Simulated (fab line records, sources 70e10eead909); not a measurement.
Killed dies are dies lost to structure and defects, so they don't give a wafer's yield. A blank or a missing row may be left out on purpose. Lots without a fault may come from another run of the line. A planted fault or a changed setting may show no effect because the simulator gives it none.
fab line records | flow nand_harc
record lots=13 wafers=39 last_day=33
route steps=1302 shown A_CONTACT@1094 A_BLC@1124
lots that met no fault: from a run of the same line without faults
start_h: hours from the record's first day to the start of the lot's first wafer shown | wait_h: hours since the lot's step before | " the same as in the row above | L1.1+2: a row that stands for several wafers | - no value, or no start given | * or withheld: withheld | < > ~ a bound
route shown NAME@n: a module of which the file shows steps, and the number in the route of the first | usual: mean/standard deviation of fault-free wafers | same: alike in all rows | chamber/n: place in a boat | sites: the reading at each site | _std_site: their standard deviation | _edge_site: outer sites' mean less inner sites' | radius_mm: how far each site lies from the wafer's centre | mask NAME#n: copy n | behind: the tool/chamber that last shaped the wafer | hold: why the lot was held/for how many hours/how that ended | device: the transistor (n, p or np) that didn't switch | end of line: the same wafers' tests at the end of the route | a step without rows: its recipe alone | killed: dies lost to structure and defects at the first sort, not the wafer's yield | map: a wafer's dies, x killed, . not, _ none there
set.NAME: the setting as run; set.NAME@STEP: as run at that earlier step | model.NAME: the simulator's own value behind a step, which no gauge read
steps of the route over a sample of lots; a table a step, a row a wafer
services: from which hour (start_h, from the record's first day; less than 0 if before it) a tool's chamber was out of use, for how many hours, and why
## steps
# step NHARC_A_CONTACT_CD_MEAS_15
# usual cd_nm=189.8/0.7
# columns lot.wafer tool chamber start_h wait_h cd_nm
L906.1 cd_sem-02 - 515.37 - 189.5
L906.2 " - " " 190.3
L906.5 " - " " 190.8
L910.1 cd_sem-01 - 547.00 - 190.4
L910.2 " - " " 190.4
L910.6 " - " " 190.5
L909.1 cd_sem-02 - 564.75 - 190.3
L909.3 " - " " 190.6
L909.6 " - " " 190.9
L912.2 cd_sem-01 - 579.75 - 189.7
L912.3 " - " " 190.2
L912.4 " - " " 189.9
L914.1 cd_sem-02 - 602.78 - 189.1
L914.2 " - " " 189.8
L914.4 " - " " 189.9
L911.2 cd_sem-02 - 643.72 - 188.6
L911.3 " - " " 190.4
L911.4 " - " " 189.5
L922.2 cd_sem-01 - 696.88 - 189.9
L922.4 " - " " 189.6
L922.5 " - " " 190.0
L923.4 cd_sem-01 - 708.90 - 190.4
L923.5 " - " " 190.3
L923.6 " - " " 190.7
L924.2 cd_sem-03 - 713.68 - 188.4
L924.4 " - " " 190.2
L924.6 " - " " 188.8
L925.2 cd_sem-01 - 715.39 - 188.3
L925.4 " - " " 189.2
L925.5 " - " " 188.6
L926.1 cd_sem-03 - 723.22 - 189.1
L926.2 " - " " 189.4
L926.5 " - " " 190.2
L928.1 cd_sem-03 - 726.55 - 190.3
L928.2 " - " " 190.0
L928.3 " - " " 189.7
L927.3 cd_sem-01 - 727.01 - 189.5
L927.5 " - " " 191.0
L927.6 " - " " 191.6
# step NHARC_A_CONTACT_STRIP_26
# recipe o2_flow_sccm=500 ar_flow_sccm=0 bias_w=0 chemistry=O2
# usual drypump_motor_current_A=6.2/0.49 oes_product_au=0.995/0.012 rf_vpp_V=57.9/0.87 showerhead_plenum_p_Torr=3.54/0.15 throttle_valve_pct=17.036/0.009
# columns lot.wafer tool chamber start_h wait_h drypump_motor_current_A oes_product_au rf_hours_counter_h rf_vpp_V showerhead_plenum_p_Torr throttle_valve_pct
L906.1 rie_diel-09 2 - - 5.1 0.978 2 60.6 3.81 17.027
L906.2 " 3 " " 5.2 0.986 2 57.6 3.46 17.023
L906.5 " 3 " " 5.2 0.988 - 57.5 3.46 17.022
L910.2 rie_diel-02 2 - - 6.4 1.006 25 57.6 3.51 17.035
L910.1 " 0 " " 6.1 0.983 23 59.0 3.70 17.033
L910.6 " 2 " " 6.4 1.003 - 57.7 3.51 17.036
L909.1 rie_diel-02 2 - - 6.4 1.003 28 57.7 3.50 17.040
L909.3 " 3 " " 6.6 0.984 27 56.8 3.31 17.032
L909.6 " 0 " " 6.2 0.980 - 59.2 3.70 17.022
L912.3 rie_diel-13 1 - - 6.4 1.006 18 58.3 3.61 17.032
L912.4 " 2 " " 5.4 1.003 17 58.1 3.62 17.031
L912.2 " 0 " " 6.0 1.033 10 59.4 3.62 17.050
L914.1 rie_diel-02 1 - - 6.6 0.986 2 57.4 3.48 17.048
L914.2 " 3 " " 6.6 0.983 2 56.3 3.30 17.033
L914.4 " 0 " " 6.2 0.975 2 58.3 3.70 17.022
L911.2 rie_diel-13 2 - - 5.4 0.995 39 57.4 3.60 17.028
L911.3 " 0 " " 6.0 1.019 30 57.9 3.61 17.041
L911.4 " 1 " " 6.4 1.007 41 59.2 3.60 17.030
L922.2 rie_diel-02 0 - - 6.2 0.981 17 58.0 3.69 17.036
L922.4 " 2 " " 6.5 0.997 17 57.1 3.49 17.018
L922.5 " 0 " " 6.1 0.981 - 56.3 3.69 17.034
L923.4 rie_diel-09 3 - - 5.2 1.002 9 57.1 3.42 17.044
L923.6 " 0 " " 5.7 0.986 - 58.5 3.70 17.048
L923.5 " 1 " " 6.1 0.987 - 58.0 3.44 17.044
L924.4 rie_diel-02 2 - - 6.4 1.002 21 58.2 3.49 17.033
L924.2 " 0 " " 6.2 0.990 21 58.0 3.68 17.039
L924.6 " 2 " " 6.4 0.997 - 57.7 3.49 17.042
L925.4 rie_diel-02 3 - - 6.7 0.998 18 57.9 3.30 17.043
L925.2 " 1 " " 6.6 0.996 23 58.9 3.47 17.029
L925.5 " 0 " " 6.2 0.997 - 59.0 3.68 17.036
L926.1 rie_diel-02 0 - - 6.2 0.983 22 58.3 3.68 17.029
L926.2 " 1 " " 6.6 0.988 24 57.1 3.47 17.037
L926.5 " 3 " " 6.6 0.992 - 57.8 3.30 17.046
L928.1 rie_diel-13 0 - - 6.0 1.019 9 57.1 3.59 17.047
L928.3 " 2 " " 5.4 0.990 7 57.4 3.59 17.050
L928.2 " 3 " " 5.9 1.011 7 58.7 3.74 17.042
L927.3 rie_diel-02 0 - - 6.2 0.991 22 57.6 3.68 17.032
L927.6 " 3 " " 6.6 0.997 - 57.9 3.30 17.033
L927.5 " 0 " " 6.2 0.993 - 57.4 3.68 17.029
# step NHARC_A_BLC_CD_MEAS_19
# usual cd_nm=100/3.2
# columns lot.wafer tool chamber start_h wait_h cd_nm
L906.1 cd_sem-02 - 519.43 - 104
L906.2 " - " " 98
L906.5 " - " " 98
L910.1 cd_sem-02 - 551.15 - 99
L910.2 " - " " 100
L910.6 " - " " 96
L909.1 cd_sem-03 - 568.85 - 96
L909.3 " - " " 98
L909.6 " - " " 104
L912.2 cd_sem-01 - 584.41 - 105
L912.3 " - " " 102
L912.4 " - " " 105
L914.1 cd_sem-01 - 607.09 - 102
L914.2 " - " " 108
L914.4 " - " " 105
L911.2 cd_sem-01 - 647.69 - 101
L911.3 " - " " 97
L911.4 " - " " 94
L922.2 cd_sem-02 - 700.85 - 97
L922.4 " - " " 101
L922.5 " - " " 95
L923.4 cd_sem-03 - 712.99 - 104
L923.5 " - " " 103
L923.6 " - " " 101
L924.2 cd_sem-02 - 718.17 - 103
L924.4 " - " " 103
L924.6 " - " " 105
L925.2 cd_sem-02 - 719.53 - 98
L925.4 " - " " 98
L925.5 " - " " 98
L926.1 cd_sem-02 - 727.22 - 101
L926.2 " - " " 100
L926.5 " - " " 95
L928.1 cd_sem-03 - 731.06 - 102
L928.2 " - " " 104
L928.3 " - " " 102
L927.3 cd_sem-01 - 731.12 - 100
L927.5 " - " " 101
L927.6 " - " " 102
# step NHARC_A_BLC_PVD_32
# recipe target_thk_a=50 chamber_pressure_pa=5 power_w=5000 substrate_temp_c=200 time_s=17.7 material=Ti
# usual cathode_dc_power_W=5000.0/0.94 throttle_valve_pct=30.4/1.5
# columns lot.wafer tool chamber start_h wait_h cathode_dc_power_W throttle_valve_pct
L906.2 pvd_sputter-03 - 520.15 - 4999.1 31.7
L906.1 " - " " 4999.9 30.6
L906.5 " - " " 4999.0 28.1
L910.1 pvd_sputter-03 - 551.88 - 5001.3 31.0
L910.2 " - " " 5001.6 29.4
L910.6 " - " " 5001.6 31.0
L909.1 pvd_sputter-02 - 569.60 - 5000.1 27.7
L909.3 " - " " 5000.6 31.7
L909.6 " - " " 5000.8 28.2
L912.4 pvd_sputter-02 - 585.14 - 5000.5 30.9
L912.3 " - " " 5000.8 28.0
L912.2 " - " " 5000.4 27.6
L914.4 pvd_sputter-03 - 607.83 - 4999.4 29.5
L914.1 " - " " 4999.4 30.9
L914.2 " - " " 5000.4 33.4
L911.4 pvd_sputter-01 - 648.41 - 4999.8 31.1
L911.3 " - " " 4998.0 30.8
L911.2 " - " " 5335.7 29.5
L922.4 pvd_sputter-02 - 701.59 - 5000.5 28.9
L922.2 " - " " 4999.6 31.7
L922.5 " - " " 4998.3 28.8
L923.4 pvd_sputter-01 - 713.73 - 5000.2 31.2
L923.6 " - " " 5000.8 31.0
L923.5 " - " " 4998.8 29.3
L924.4 pvd_sputter-02 - 718.90 - 5000.0 31.6
L924.2 " - " " 4998.9 28.8
L924.6 " - " " 5000.3 31.4
L925.4 pvd_sputter-03 - 720.25 - 5001.0 28.4
L925.2 " - " " 5000.2 33.7
L925.5 " - " " 4998.4 28.2
L926.2 pvd_sputter-03 - 727.97 - 5001.1 28.3
L926.1 " - " " 4999.3 29.8
L926.5 " - " " 4999.2 30.6
L928.3 pvd_sputter-03 - 731.80 - 4998.6 33.7
L928.1 " - " " 4999.3 28.4
L928.2 " - " " 5000.4 29.9
L927.3 pvd_sputter-02 - 731.88 - 4998.7 28.8
L927.5 " - " " 4999.8 31.9
L927.6 " - " " 4999.0 31.2
## services
# columns tool chamber start_h hours kind
rie_diel-02 1 493.79 33.7 repair
rie_diel-09 - 497.48 9.0 pm
rie_diel-09 - 507.54 1.2 repair
rie_diel-02 0 513.70 3.2 repair
rie_diel-09 1 514.45 2.4 repair
rie_diel-13 - 520.67 9.0 pm
pvd_sputter-03 - 520.73 2.2 repair
pvd_sputter-03 - 526.00 10.0 pm
pvd_sputter-02 - 558.27 5.3 repair
pvd_sputter-01 - 561.65 1.5 repair
rie_diel-02 - 571.04 9.0 pm
pvd_sputter-01 - 582.00 10.0 pm
pvd_sputter-02 - 596.48 1.2 repair
rie_diel-02 3 603.32 5.1 repair
pvd_sputter-01 - 622.57 2.0 repair
pvd_sputter-03 - 637.30 2.8 repair
pvd_sputter-02 - 639.59 10.0 pm
pvd_sputter-03 - 642.05 1.0 repair
rie_diel-09 0 651.53 2.5 repair
rie_diel-09 0 658.66 1.4 repair
rie_diel-09 - 674.51 9.0 pm
pvd_sputter-01 - 685.11 3.2 repair
rie_diel-13 - 699.67 9.0 pm
pvd_sputter-03 - 704.00 10.0 pm
## key
first_sign step=NHARC_A_BLC_PVD_32 reading=cathode_dc_power_W direction=up sigmas=99+ usual=* struck=*
effect none on later readings
met_at NHARC_A_BLC_PVD_32
struck_lots L911
struck_wafers L911.2
tester_left_out L911
not_acting_at NHARC_A_CONTACT_CD_MEAS_15,NHARC_A_CONTACT_STRIP_26,NHARC_A_BLC_CD_MEAS_19
fault kind=process_parameter_drift tool=pvd_sputter-01 chamber=- onset_h=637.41 steps=NHARC_A_BLC_PVD_32 channel=power_w offset=* shape=step end_h=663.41 acts_in=* stated=* scope=struck_wafers_only
# tester_left_out: of these lots the tester's yield and bins aren't shown, on N5 and GAA mostly nor the transistor test; their killed dies are dies lost to structure and defects alone, not to doping, threshold or leakage, so they don't give the yield
